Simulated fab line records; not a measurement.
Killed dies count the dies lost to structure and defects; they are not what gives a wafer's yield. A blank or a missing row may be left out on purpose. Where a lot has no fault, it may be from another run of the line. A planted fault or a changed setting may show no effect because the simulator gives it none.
Matching of chambers || flow n5-finfet || rie-diel-01 running N5_HKMG_FIN_STRIP_93: 4 sister chambers
The step strips SOC in N2/H2, time 20 s. 14 wafers are shown with their chamber, then 7 later ones without.

== WAFERS PAIRED WITH THEIR CHAMBERS ==
{"wafer": "L074.4", "chamber": 3, "drypump-motor-current-A (A)": 4.9, "showerhead-plenum-p-Torr (Torr)": 3.58, "throttle-valve-pct (%)": 18.9}
{"wafer": "L074.5", "chamber": 0, "drypump-motor-current-A (A)": 4.9, "showerhead-plenum-p-Torr (Torr)": 3.33, "throttle-valve-pct (%)": 19.1}
{"wafer": "L074.6", "chamber": 1, "drypump-motor-current-A (A)": 5.3, "showerhead-plenum-p-Torr (Torr)": 3.32, "throttle-valve-pct (%)": 19.1}
{"wafer": "L077.1", "chamber": 0, "drypump-motor-current-A (A)": 4.9, "showerhead-plenum-p-Torr (Torr)": 3.32, "throttle-valve-pct (%)": 19.1}
{"wafer": "L077.3", "chamber": 3, "drypump-motor-current-A (A)": 4.9, "showerhead-plenum-p-Torr (Torr)": 3.58, "throttle-valve-pct (%)": 18.9}
{"wafer": "L077.5", "chamber": 3, "drypump-motor-current-A (A)": 4.9, "showerhead-plenum-p-Torr (Torr)": 3.58, "throttle-valve-pct (%)": 18.9}
{"wafer": "L089.1", "chamber": 3, "drypump-motor-current-A (A)": 5.0, "showerhead-plenum-p-Torr (Torr)": 3.56, "throttle-valve-pct (%)": 18.9}
{"wafer": "L089.2", "chamber": 2, "drypump-motor-current-A (A)": 6.4, "showerhead-plenum-p-Torr (Torr)": 3.57, "throttle-valve-pct (%)": 19.3}
{"wafer": "L089.3", "chamber": 0, "drypump-motor-current-A (A)": 4.9, "showerhead-plenum-p-Torr (Torr)": 3.31, "throttle-valve-pct (%)": 19.1}
{"wafer": "L089.4", "chamber": 1, "drypump-motor-current-A (A)": 5.3, "showerhead-plenum-p-Torr (Torr)": 3.31, "throttle-valve-pct (%)": 19.2}
{"wafer": "L089.5", "chamber": 0, "drypump-motor-current-A (A)": 4.9, "showerhead-plenum-p-Torr (Torr)": 3.31, "throttle-valve-pct (%)": 19.1}
{"wafer": "L089.6", "chamber": 1, "drypump-motor-current-A (A)": 5.3, "showerhead-plenum-p-Torr (Torr)": 3.31, "throttle-valve-pct (%)": 19.2}
{"wafer": "L095.2", "chamber": 0, "drypump-motor-current-A (A)": 4.9, "showerhead-plenum-p-Torr (Torr)": 3.30, "throttle-valve-pct (%)": 19.1}
{"wafer": "L095.3", "chamber": 2, "drypump-motor-current-A (A)": 6.4, "showerhead-plenum-p-Torr (Torr)": 3.57, "throttle-valve-pct (%)": 19.3}

SIGNATURES, as means of the wafers listed above
{"reading": "drypump-motor-current-A", "chamber 0": 4.900, "chamber 1": 5.300, "chamber 2": 6.400, "chamber 3": 4.925, "scatter within a chamber": 0.0274}
{"reading": "showerhead-plenum-p-Torr", "chamber 0": 3.3140, "chamber 1": 3.3133, "chamber 2": 3.5700, "chamber 3": 3.5750, "scatter within a chamber": 0.00942}
{"reading": "throttle-valve-pct", "chamber 0": 19.100, "chamber 1": 19.167, "chamber 2": 19.300, "chamber 3": 18.900, "scatter within a chamber": 0.0258}
Rule: distance of a wafer from a chamber = root of the sum over the readings of ((wafer's reading minus chamber's mean) / reading's scatter) squared. The wafer belongs to the nearest chamber; if the next one is less than 2 further off, it can't be placed. The scatter: the root of (the sum of the squares of (reading less its chamber's mean) over the shown wafers, divided by (wafers less chambers)).

== WAFERS MISSING THEIR CHAMBER ==
{"wafer": "L095.5", "drypump-motor-current-A (A)": 6.4, "showerhead-plenum-p-Torr (Torr)": 3.57, "throttle-valve-pct (%)": 19.3}
{"wafer": "L096.1", "drypump-motor-current-A (A)": 4.9, "showerhead-plenum-p-Torr (Torr)": 3.30, "throttle-valve-pct (%)": 19.1}
{"wafer": "L096.2", "drypump-motor-current-A (A)": 6.4, "showerhead-plenum-p-Torr (Torr)": 3.56, "throttle-valve-pct (%)": 19.3}
{"wafer": "L096.3", "drypump-motor-current-A (A)": 4.9, "showerhead-plenum-p-Torr (Torr)": 3.55, "throttle-valve-pct (%)": 18.9}
{"wafer": "L096.4", "drypump-motor-current-A (A)": 6.4, "showerhead-plenum-p-Torr (Torr)": 3.56, "throttle-valve-pct (%)": 19.3}
{"wafer": "L096.5", "drypump-motor-current-A (A)": 4.9, "showerhead-plenum-p-Torr (Torr)": 3.30, "throttle-valve-pct (%)": 19.1}
{"wafer": "L096.6", "drypump-motor-current-A (A)": 4.9, "showerhead-plenum-p-Torr (Torr)": 3.55, "throttle-valve-pct (%)": 18.9}

== EACH ONE'S CHAMBER ==
{"wafer": "L095.5", "from the rows above": 2, "in truth": 2}
{"wafer": "L096.1", "from the rows above": 0, "in truth": 0}
{"wafer": "L096.2", "from the rows above": 2, "in truth": 2}
{"wafer": "L096.3", "from the rows above": 3, "in truth": 3}
{"wafer": "L096.4", "from the rows above": 2, "in truth": 2}
{"wafer": "L096.5", "from the rows above": 0, "in truth": 0}
{"wafer": "L096.6", "from the rows above": 3, "in truth": 3}
Correct placement for 7 of the 7. Number that these rows cannot place: 0. Number placed wrongly: 0.
